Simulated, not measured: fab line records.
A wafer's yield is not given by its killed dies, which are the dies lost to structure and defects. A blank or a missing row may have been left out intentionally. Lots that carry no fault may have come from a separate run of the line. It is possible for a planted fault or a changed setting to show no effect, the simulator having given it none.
Which tool is to blame? | flow n5 finfet | 10 lots, 30 wafers sampled, at 1 step of a route of 1938

WHAT THE GAUGES SHOWED, per wafer
N5_BEOL_M15_INSPECT_30: inspects for defects (macro).
lot  | measured     | on                | raw defect count
L194 | day 11 08:19 | defect inspect-01 | 1 5 3
L196 | day 11 17:46 | defect inspect-01 | 4 2 0
L199 | day 12 18:13 | defect inspect-01 | 1 1 1
L206 | day 14 23:13 | defect inspect-02 | 2 1 2
L210 | day 15 13:28 | defect inspect-02 | 1 1 1
L212 | day 16 01:14 | defect inspect-01 | 1 3 1
L214 | day 16 18:07 | defect inspect-02 | 4 3 5
L213 | day 16 19:10 | defect inspect-01 | 3 0 1
L215 | day 17 19:23 | defect inspect-01 | 0 4 0
L217 | day 18 04:02 | defect inspect-02 | 4 2 5

TOOL THAT RAN EACH LOT (tool first, then ch and the chambers of the sampled wafers, then the start)
Record: no process step prior to these readings.

AS READ BY THE TOOLS THEMSELVES (means over the sampled wafers that have a number; for cases with no such wafer, the mark the record gives instead)
The record holds no such reading with a usual standard deviation.

THE ANSWER, worked out from the rows above alone
Rule: usual is defined by the lots themselves. Put in order of their means at a reading, lots are off if they are a third of the lots or fewer, leave a main group of 4 or more, and stand apart from it by a gap of 3 or more times the standard deviation of the main group's means; of several such gaps the widest counts. A main group whose means are all the same, to the digits that the tables above print for the reading, isn't used. A lot without any number at a reading at which 4 lots or more have one is off too. Any other lot the step has rows for is counted as sound. After the gauges, taken in route order, come the tools' own readings; for these a lot's mean is taken, as printed above. The first step at which some lot is off is used, and at that step the reading that is off furthest; a lot without a number counts as furthest.
Across all readings shown, no lot is off: no conclusion can be drawn from this.

WHAT THE SIMULATOR PUT IN
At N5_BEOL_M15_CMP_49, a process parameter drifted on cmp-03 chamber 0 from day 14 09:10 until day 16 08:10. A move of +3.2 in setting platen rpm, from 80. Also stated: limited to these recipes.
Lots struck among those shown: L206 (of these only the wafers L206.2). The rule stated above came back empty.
